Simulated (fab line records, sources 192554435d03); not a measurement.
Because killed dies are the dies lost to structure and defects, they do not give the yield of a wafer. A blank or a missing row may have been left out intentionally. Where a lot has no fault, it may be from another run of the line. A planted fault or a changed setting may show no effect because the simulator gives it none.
What tool caused it? + flow n5_finfet + 72 wafers from 24 lots sampled at 6 of the route's 1938 steps

WHAT EACH GAUGE READ, for each wafer
N5_GATE_CUT_THK_MEAS_24.
| lot  | measured     | on            | GC_FILL_THK (nm)  |
|------|--------------|---------------|-------------------|
| L074 | day 4 12:16  | film_metro-02 | 218.2 218.5 219.9 |
| L075 | day 4 18:08  | film_metro-01 | 214.7 223.1 219.8 |
| L076 | day 5 01:12  | film_metro-01 | 217.0 221.0 222.7 |
| L077 | day 5 06:40  | film_metro-01 | 217.7 219.7 220.8 |
| L078 | day 5 14:49  | film_metro-01 | 219.5 220.9 222.2 |
| L079 | day 5 22:13  | film_metro-02 | 222.3 220.5 220.5 |
| L080 | day 6 03:05  | film_metro-02 | 222.5 224.9 222.2 |
| L081 | day 6 08:04  | film_metro-01 | 216.8 220.2 222.1 |
| L082 | day 6 11:39  | film_metro-01 | 220.6 221.8 223.9 |
| L083 | day 6 18:34  | film_metro-01 | 220.5 224.9 225.3 |
| L084 | day 7 03:42  | film_metro-01 | 216.6 223.1 218.5 |
| L085 | day 7 11:17  | film_metro-02 | 222.4 220.7 222.4 |
| L086 | day 7 15:36  | film_metro-02 | 221.4 219.1 222.7 |
| L087 | day 7 17:54  | film_metro-01 | 221.3 217.2 220.6 |
| L088 | day 8 00:30  | film_metro-01 | 218.8 222.7 223.0 |
| L089 | day 8 07:54  | film_metro-02 | 220.8 217.6 224.2 |
| L090 | day 8 16:49  | film_metro-02 | 219.6 219.6 222.5 |
| L091 | day 8 20:49  | film_metro-02 | 218.1 220.2 220.7 |
| L092 | day 9 03:23  | film_metro-02 | 222.1 217.7 223.0 |
| L093 | day 9 07:51  | film_metro-02 | 221.5 220.1 218.3 |
| L094 | day 9 19:29  | film_metro-02 | 219.6 221.1 219.1 |
| L095 | day 9 22:17  | film_metro-01 | 219.1 221.5 220.2 |
| L096 | day 10 01:31 | film_metro-01 | 221.2 217.5 220.7 |
| L097 | day 10 09:53 | film_metro-01 | 221.9 220.8 221.5 |

WHAT TOOL EACH LOT RAN ON (gives the tool, then ch and the chambers of the sampled wafers, and finally the start)
| lot  | N5_HKMG_FIN_ETCH_86               | N5_HKMG_FIN_STRIP_88                 | N5_GATE_CUT_HM_DEP_46          | N5_GATE_CUT_ETCH_47               | N5_GATE_CUT_VAPOR_ETCH_49         |
|------|-----------------------------------|--------------------------------------|--------------------------------|-----------------------------------|-----------------------------------|
| L074 | rie_diel-01 ch 0,2, day 4 02:35   | plasma_asher-01 ch 0,1, day 4 02:50  | pecvd-04 ch 1,2, day 4 09:03   | rie_metal-02 ch 0,1, day 4 10:11  | rie_metal-02 ch 0,1, day 4 10:14  |
| L075 | rie_diel-03 ch 1,2, day 4 08:31   | plasma_asher-01 ch 0,1, day 4 08:46  | pecvd-03 ch 1,2, day 4 14:49   | rie_metal-01 ch 0,1, day 4 16:02  | rie_metal-01 ch 0,1, day 4 16:05  |
| L076 | rie_diel-01 ch 0,3, day 4 15:34   | plasma_asher-02 ch 1, day 4 15:49    | pecvd-03 ch 0,1,2, day 4 21:53 | rie_metal-02 ch 0, day 4 22:53    | rie_metal-02 ch 0, day 4 22:57    |
| L077 | rie_diel-03 ch 0,1, day 4 20:40   | plasma_asher-01 ch 0,1, day 4 20:55  | pecvd-04 ch 1,2, day 5 03:21   | rie_metal-01 ch 0, day 5 04:21    | rie_metal-01 ch 0, day 5 04:25    |
| L078 | rie_diel-01 ch 0,1, day 5 05:22   | plasma_asher-01 ch 0,1, day 5 05:37  | pecvd-01 ch 1,2, day 5 11:43   | rie_metal-02 ch 0,1, day 5 12:43  | rie_metal-02 ch 0,1, day 5 12:47  |
| L079 | rie_diel-03 ch 0,1,2, day 5 12:40 | plasma_asher-01 ch 0,1, day 5 13:00  | pecvd-04 ch 0,1,2, day 5 19:04 | rie_metal-01 ch 0,1, day 5 20:04  | rie_metal-01 ch 0,1, day 5 20:07  |
| L080 | rie_diel-03 ch 1,2,3, day 5 17:23 | plasma_asher-01 ch 0,1, day 5 17:38  | pecvd-03 ch 0,1, day 6 00:00   | rie_metal-02 ch 0,1, day 6 01:01  | rie_metal-02 ch 0,1, day 6 01:04  |
| L081 | rie_diel-04 ch 0,1,2, day 5 22:33 | plasma_asher-01 ch 0,1, day 5 22:55  | pecvd-03 ch 1,2, day 6 04:52   | rie_metal-02 ch 0,1, day 6 06:00  | rie_metal-02 ch 0,1, day 6 06:04  |
| L082 | rie_diel-01 ch 2,3, day 6 01:54   | plasma_asher-02 ch 0,1, day 6 02:16  | pecvd-01 ch 0,2, day 6 08:18   | rie_metal-01 ch 1, day 6 09:28    | rie_metal-01 ch 1, day 6 09:35    |
| L083 | rie_diel-04 ch 0,2,3, day 6 07:41 | plasma_asher-01 ch 0, day 6 07:56    | pecvd-04 ch 1,2, day 6 14:47   | rie_metal-03 ch 1, day 6 16:10    | rie_metal-03 ch 1, day 6 16:17    |
| L084 | rie_diel-01 ch 0,1, day 6 17:57   | plasma_asher-01 ch 0,1, day 6 18:12  | pecvd-03 ch 0,2, day 7 00:23   | rie_metal-01 ch 0, day 7 01:38    | rie_metal-01 ch 0, day 7 01:41    |
| L085 | rie_diel-04 ch 1,2,3, day 7 00:48 | plasma_asher-02 ch 0,1, day 7 01:03  | pecvd-04 ch 0,1,2, day 7 07:11 | rie_metal-01 ch 0,1, day 7 08:18  | rie_metal-01 ch 0,1, day 7 08:22  |
| L086 | rie_diel-01 ch 0,1,3, day 7 04:41 | plasma_asher-02 ch 0,1, day 7 04:56  | pecvd-04 ch 0,1,2, day 7 11:10 | rie_metal-02 ch 0,1, day 7 12:11  | rie_metal-02 ch 0,1, day 7 12:14  |
| L087 | rie_diel-01 ch 0,1,2, day 7 08:02 | plasma_asher-02 ch 0,1, day 7 08:17  | pecvd-01 ch 1,2, day 7 14:25   | rie_metal-01 ch 0,1, day 7 15:47  | rie_metal-01 ch 0,1, day 7 15:51  |
| L088 | rie_diel-01 ch 0,1, day 7 14:37   | plasma_asher-01 ch 0,1, day 7 14:51  | pecvd-04 ch 1,2, day 7 21:07   | rie_metal-01 ch 0,1, day 7 22:14  | rie_metal-01 ch 0,1, day 7 22:18  |
| L089 | rie_diel-01 ch 1,2,3, day 7 21:00 | plasma_asher-01 ch 0,1, day 7 21:15  | pecvd-01 ch 0,1,2, day 8 03:26 | rie_metal-03 ch 0,1, day 8 05:49  | rie_metal-03 ch 0,1, day 8 05:53  |
| L090 | rie_diel-04 ch 2,3, day 8 05:40   | plasma_asher-02 ch 0,1, day 8 06:02  | pecvd-04 ch 0,1, day 8 12:10   | rie_metal-02 ch 1, day 8 14:32    | rie_metal-02 ch 1, day 8 14:40    |
| L091 | rie_diel-03 ch 2,3, day 8 10:05   | plasma_asher-01 ch 0,1, day 8 10:27  | pecvd-01 ch 1,2, day 8 17:05   | rie_metal-01 ch 0,1, day 8 18:40  | rie_metal-01 ch 0,1, day 8 18:44  |
| L092 | rie_diel-03 ch 2,3, day 8 17:25   | plasma_asher-01 ch 0, day 8 17:40    | pecvd-03 ch 0,1,2, day 9 00:06 | rie_metal-01 ch 0, day 9 01:19    | rie_metal-01 ch 0, day 9 01:22    |
| L093 | rie_diel-04 ch 0,2,3, day 8 21:46 | plasma_asher-01 ch 0,1, day 8 22:01  | pecvd-04 ch 1,2, day 9 04:23   | rie_metal-01 ch 0,1, day 9 05:23  | rie_metal-01 ch 0,1, day 9 05:27  |
| L094 | rie_diel-04 ch 0,2,3, day 9 09:53 | plasma_asher-02 ch 0,1, day 9 10:08  | pecvd-04 ch 0,1, day 9 16:15   | rie_metal-03 ch 0,1, day 9 17:16  | rie_metal-03 ch 0,1, day 9 17:20  |
| L095 | rie_diel-04 ch 0,1,2, day 9 12:34 | plasma_asher-02 ch 0,1, day 9 12:49  | pecvd-04 ch 0,1, day 9 19:04   | rie_metal-02 ch 0,1, day 9 20:13  | rie_metal-02 ch 0,1, day 9 20:16  |
| L096 | rie_diel-04 ch 0,1,2, day 9 16:07 | plasma_asher-02 ch 0,1, day 9 16:22  | pecvd-03 ch 0,1,2, day 9 22:26 | rie_metal-02 ch 0,1, day 9 23:26  | rie_metal-02 ch 0,1, day 9 23:30  |
| L097 | rie_diel-03 ch 0,2,3, day 9 23:46 | plasma_asher-01 ch 0,1, day 10 00:09 | pecvd-04 ch 0,1, day 10 06:22  | rie_metal-02 ch 0,1, day 10 07:22 | rie_metal-02 ch 0,1, day 10 07:26 |
- N5_HKMG_FIN_ETCH_86: etches SOC in N2/H2, stops on TiN, target depth 393.2 nm.
- N5_HKMG_FIN_STRIP_88: strips in N2/H2, time 360 s.
- N5_GATE_CUT_HM_DEP_46: deposits SiO2 from TEOS/O2, target thk 130 nm, time 26.6 s.
- N5_GATE_CUT_ETCH_47: etches SiO2 in Cl2/BCl3, target depth 10 nm.
- N5_GATE_CUT_VAPOR_ETCH_49: etches TiAlC in BCl3/Cl2.

WHAT THE TOOLS THEMSELVES READ (means of the sampled wafers that have a number; where no wafer has one, the mark that the record gives instead)
N5_HKMG_FIN_ETCH_86.
| lot  | tool        | chamber_pressure_mTorr (mTorr) | drypump_motor_current_A (A) | n2_flow_sccm (sccm) | oes_product_au (a.u.) | rf_vpp_V (V) | showerhead_plenum_p_Torr (Torr) | throttle_valve_pct (%) |
|------|-------------|--------------------------------|-----------------------------|---------------------|-----------------------|--------------|---------------------------------|------------------------|
| L074 | rie_diel-01 | 29.962                         | 5.72                        | 199.9               | 0.83                  | 240.4        | 2.51                            | 17.88                  |
| L075 | rie_diel-03 | 29.991                         | 5.90                        | 199.6               | 0.79                  | 241.1        | 2.59                            | 17.79                  |
| L076 | rie_diel-01 | 29.985                         | 5.77                        | 199.4               | 0.81                  | 240.1        | 2.49                            | 17.73                  |
| L077 | rie_diel-03 | 29.984                         | 5.69                        | 200.4               | 0.79                  | 240.4        | 2.48                            | 17.80                  |
| L078 | rie_diel-01 | 29.998                         | 5.61                        | 200.0               | 0.87                  | 241.0        | 2.62                            | 17.78                  |
| L079 | rie_diel-03 | 29.968                         | 5.75                        | 200.0               | 0.76                  | 241.3        | 2.54                            | 17.79                  |
| L080 | rie_diel-03 | 30.000                         | 5.81                        | 200.1               | 0.80                  | 240.1        | 2.51                            | 17.73                  |
| L081 | rie_diel-04 | 29.989                         | 5.74                        | 200.7               | 0.69                  | 240.2        | 2.55                            | 18.09                  |
| L082 | rie_diel-01 | 29.984                         | 5.77                        | 200.4               | 0.72                  | 240.2        | 2.53                            | 17.98                  |
| L083 | rie_diel-04 | 30.023                         | 5.51                        | 199.7               | 0.71                  | 241.6        | 2.60                            | 18.09                  |
| L084 | rie_diel-01 | 29.974                         | 5.68                        | 199.9               | 0.85                  | 240.4        | 2.54                            | 17.76                  |
| L085 | rie_diel-04 | 29.989                         | 5.51                        | 200.1               | 0.71                  | 241.1        | 2.60                            | 18.13                  |
| L086 | rie_diel-01 | 29.992                         | 5.74                        | 199.7               | 0.80                  | 240.3        | 2.56                            | 17.80                  |
| L087 | rie_diel-01 | 29.987                         | 5.64                        | 200.1               | 0.81                  | 240.3        | 2.57                            | 17.96                  |
| L088 | rie_diel-01 | 29.996                         | 5.63                        | 200.2               | 0.84                  | 242.2        | 2.61                            | 17.81                  |
| L089 | rie_diel-01 | 29.994                         | 5.69                        | 200.3               | 0.76                  | 241.5        | 2.58                            | 18.01                  |
| L090 | rie_diel-04 | 30.021                         | 5.30                        | 199.3               | 0.72                  | 241.4        | 2.64                            | 18.16                  |
| L091 | rie_diel-03 | 29.984                         | 5.87                        | 199.4               | 0.76                  | 240.8        | 2.57                            | 17.73                  |
| L092 | rie_diel-03 | 29.996                         | 5.77                        | 199.6               | 0.77                  | 240.0        | 2.49                            | 17.64                  |
| L093 | rie_diel-04 | 30.003                         | 5.52                        | 200.1               | 0.77                  | 241.7        | 2.59                            | 17.99                  |
| L094 | rie_diel-04 | 30.007                         | 5.51                        | 200.2               | 0.77                  | 241.7        | 2.58                            | 18.01                  |
| L095 | rie_diel-04 | 29.976                         | 5.72                        | 200.3               | 0.84                  | 240.6        | 2.54                            | 17.81                  |
| L096 | rie_diel-04 | 30.008                         | 5.72                        | 199.6               | 0.84                  | 241.1        | 2.54                            | 17.81                  |
| L097 | rie_diel-03 | 29.988                         | 5.73                        | 199.9               | 0.74                  | 239.4        | 2.51                            | 17.73                  |

N5_HKMG_FIN_STRIP_88.
| lot  | tool            | drypump_motor_current_A (A) | heater_power_w (W) | n2_flow_sccm (sccm) |
|------|-----------------|-----------------------------|--------------------|---------------------|
| L074 | plasma_asher-01 | 6.3                         | 435                | 1749                |
| L075 | plasma_asher-01 | 6.3                         | 437                | 1746                |
| L076 | plasma_asher-02 | 6.3                         | 409                | 1753                |
| L077 | plasma_asher-01 | 6.3                         | 435                | 1749                |
| L078 | plasma_asher-01 | 6.3                         | 435                | 1748                |
| L079 | plasma_asher-01 | 6.3                         | 440                | 1749                |
| L080 | plasma_asher-01 | 6.1                         | 445                | 1748                |
| L081 | plasma_asher-01 | 6.3                         | 433                | 1749                |
| L082 | plasma_asher-02 | 6.0                         | 407                | 1755                |
| L083 | plasma_asher-01 | 6.6                         | 426                | 1752                |
| L084 | plasma_asher-01 | 6.0                         | 451                | 1752                |
| L085 | plasma_asher-02 | 6.1                         | 407                | 1750                |
| L086 | plasma_asher-02 | 6.2                         | 399                | 1744                |
| L087 | plasma_asher-02 | 6.1                         | 404                | 1751                |
| L088 | plasma_asher-01 | 6.0                         | 452                | 1753                |
| L089 | plasma_asher-01 | 6.3                         | 433                | 1744                |
| L090 | plasma_asher-02 | 6.1                         | 403                | 1752                |
| L091 | plasma_asher-01 | 6.1                         | 444                | 1747                |
| L092 | plasma_asher-01 | 6.6                         | 425                | 1756                |
| L093 | plasma_asher-01 | 6.3                         | 438                | 1754                |
| L094 | plasma_asher-02 | 6.2                         | 415                | 1757                |
| L095 | plasma_asher-02 | 6.2                         | 411                | 1745                |
| L096 | plasma_asher-02 | 6.2                         | 407                | 1754                |
| L097 | plasma_asher-01 | 6.1                         | 448                | 1752                |

N5_GATE_CUT_HM_DEP_46.
| lot  | tool     | heater_power_w (W) | showerhead_plenum_p_Torr (Torr) | susceptor_temp_C (C) | throttle_valve_pct (%) |
|------|----------|--------------------|---------------------------------|----------------------|------------------------|
| L074 | pecvd-04 | 577                | 8.363                           | 400.03               | 20.4                   |
| L075 | pecvd-03 | 607                | 8.313                           | 399.85               | 18.1                   |
| L076 | pecvd-03 | 586                | 8.344                           | 400.12               | 18.8                   |
| L077 | pecvd-04 | 621                | 8.345                           | 400.01               | 19.4                   |
| L078 | pecvd-01 | 598                | 8.358                           | 399.98               | 17.7                   |
| L079 | pecvd-04 | 581                | 8.364                           | 400.15               | 19.7                   |
| L080 | pecvd-03 | 502                | 8.324                           | 399.78               | 19.3                   |
| L081 | pecvd-03 | 583                | 8.303                           | 400.13               | 18.0                   |
| L082 | pecvd-01 | 567                | 8.320                           | 400.21               | 19.3                   |
| L083 | pecvd-04 | 694                | 8.339                           | 399.98               | 19.4                   |
| L084 | pecvd-03 | 603                | 8.336                           | 399.97               | 18.1                   |
| L085 | pecvd-04 | 624                | 8.348                           | 400.03               | 19.9                   |
| L086 | pecvd-04 | 623                | 8.357                           | 400.11               | 20.0                   |
| L087 | pecvd-01 | 593                | 8.364                           | 399.88               | 17.5                   |
| L088 | pecvd-04 | 676                | 8.336                           | 400.22               | 19.3                   |
| L089 | pecvd-01 | 549                | 8.350                           | 400.06               | 18.3                   |
| L090 | pecvd-04 | 571                | 8.365                           | 399.86               | 20.9                   |
| L091 | pecvd-01 | 556                | 8.380                           | 399.92               | 17.4                   |
| L092 | pecvd-03 | 536                | 8.337                           | 399.84               | 18.9                   |
| L093 | pecvd-04 | 652                | 8.341                           | 399.96               | 19.4                   |
| L094 | pecvd-04 | 632                | 8.368                           | 400.03               | 20.5                   |
| L095 | pecvd-04 | 589                | 8.361                           | 399.90               | 21.0                   |
| L096 | pecvd-03 | 608                | 8.342                           | 399.80               | 18.8                   |
| L097 | pecvd-04 | 567                | 8.363                           | 400.24               | 20.6                   |

N5_GATE_CUT_ETCH_47.
| lot  | tool         | chamber_pressure_mTorr (mTorr) | drypump_motor_current_A (A) | oes_product_au (a.u.) | throttle_valve_pct (%) |
|------|--------------|--------------------------------|-----------------------------|-----------------------|------------------------|
| L074 | rie_metal-02 | 9.999                          | 6.0                         | 0.84                  | 22.7                   |
| L075 | rie_metal-01 | 9.993                          | 6.5                         | 0.62                  | 23.1                   |
| L076 | rie_metal-02 | 10.004                         | 6.6                         | 0.59                  | 23.0                   |
| L077 | rie_metal-01 | 10.001                         | 6.0                         | 0.60                  | 22.8                   |
| L078 | rie_metal-02 | 10.000                         | 6.3                         | 0.71                  | 22.9                   |
| L079 | rie_metal-01 | 9.999                          | 6.5                         | 0.61                  | 23.1                   |
| L080 | rie_metal-02 | 10.000                         | 6.3                         | 0.70                  | 22.9                   |
| L081 | rie_metal-02 | 10.004                         | 6.3                         | 0.71                  | 22.9                   |
| L082 | rie_metal-01 | 10.001                         | 6.7                         | 0.63                  | 23.3                   |
| L083 | rie_metal-03 | 9.998                          | 5.6                         | 0.72                  | 22.2                   |
| L084 | rie_metal-01 | 9.995                          | 6.1                         | 0.96                  | 22.6                   |
| L085 | rie_metal-01 | 10.001                         | 6.2                         | 0.84                  | 22.9                   |
| L086 | rie_metal-02 | 10.005                         | 6.3                         | 0.70                  | 22.9                   |
| L087 | rie_metal-01 | 10.005                         | 6.5                         | 0.74                  | 23.1                   |
| L088 | rie_metal-01 | 10.001                         | 6.2                         | 0.83                  | 22.9                   |
| L089 | rie_metal-03 | 10.007                         | 5.8                         | 0.79                  | 22.4                   |
| L090 | rie_metal-02 | 9.994                          | 5.7                         | 0.91                  | 22.6                   |
| L091 | rie_metal-01 | 9.991                          | 6.2                         | 0.82                  | 22.9                   |
| L092 | rie_metal-01 | 10.002                         | 6.0                         | 0.92                  | 22.7                   |
| L093 | rie_metal-01 | 10.009                         | 6.2                         | 0.82                  | 22.9                   |
| L094 | rie_metal-03 | 9.985                          | 6.0                         | 0.84                  | 22.6                   |
| L095 | rie_metal-02 | 9.998                          | 6.3                         | 0.92                  | 22.5                   |
| L096 | rie_metal-02 | 10.004                         | 6.0                         | 0.91                  | 22.6                   |
| L097 | rie_metal-02 | 9.984                          | 6.3                         | 0.91                  | 22.5                   |

N5_GATE_CUT_VAPOR_ETCH_49.
| lot  | tool         | drypump_motor_current_A (A) | oes_product_au (a.u.) |
|------|--------------|-----------------------------|-----------------------|
| L074 | rie_metal-02 | 6.0                         | 0.84                  |
| L075 | rie_metal-01 | 6.5                         | 0.62                  |
| L076 | rie_metal-02 | 6.6                         | 0.60                  |
| L077 | rie_metal-01 | 6.0                         | 0.59                  |
| L078 | rie_metal-02 | 6.3                         | 0.72                  |
| L079 | rie_metal-01 | 6.5                         | 0.62                  |
| L080 | rie_metal-02 | 6.3                         | 0.71                  |
| L081 | rie_metal-02 | 6.3                         | 0.71                  |
| L082 | rie_metal-01 | 6.7                         | 0.62                  |
| L083 | rie_metal-03 | 5.6                         | 0.72                  |
| L084 | rie_metal-01 | 6.0                         | 0.96                  |
| L085 | rie_metal-01 | 6.2                         | 0.85                  |
| L086 | rie_metal-02 | 6.3                         | 0.70                  |
| L087 | rie_metal-01 | 6.5                         | 0.73                  |
| L088 | rie_metal-01 | 6.2                         | 0.83                  |
| L089 | rie_metal-03 | 5.8                         | 0.80                  |
| L090 | rie_metal-02 | 5.7                         | 0.91                  |
| L091 | rie_metal-01 | 6.2                         | 0.82                  |
| L092 | rie_metal-01 | 6.0                         | 0.92                  |
| L093 | rie_metal-01 | 6.2                         | 0.83                  |
| L094 | rie_metal-03 | 6.0                         | 0.85                  |
| L095 | rie_metal-02 | 6.3                         | 0.92                  |
| L096 | rie_metal-02 | 6.0                         | 0.90                  |
| L097 | rie_metal-02 | 6.3                         | 0.91                  |

THE ANSWER, worked out from the rows above alone
Rule: usual is defined by the lots themselves. The widest of any qualifying gaps counts: lots, ordered by their means at a reading, are off when they make up no more than a third of the lots, leave a main group of 4 or more, and stand apart from it by 3 or more times the standard deviation of that group's means. Not used: any main group whose means are identical at the precision the tables above print for the reading. Also off: a lot with no number at a reading for which 4 or more lots have one. All remaining lots with rows at the step are treated as sound. First the gauges in route order, then the tools' own readings, where a lot's mean is used as printed above. At the first step where some lot is off, the reading lying furthest off is the one used; lots without a number count as furthest.
None of the lots is off at any reading shown; this tells nothing.

WHAT HAD BEEN PUT IN BY THE SIMULATOR
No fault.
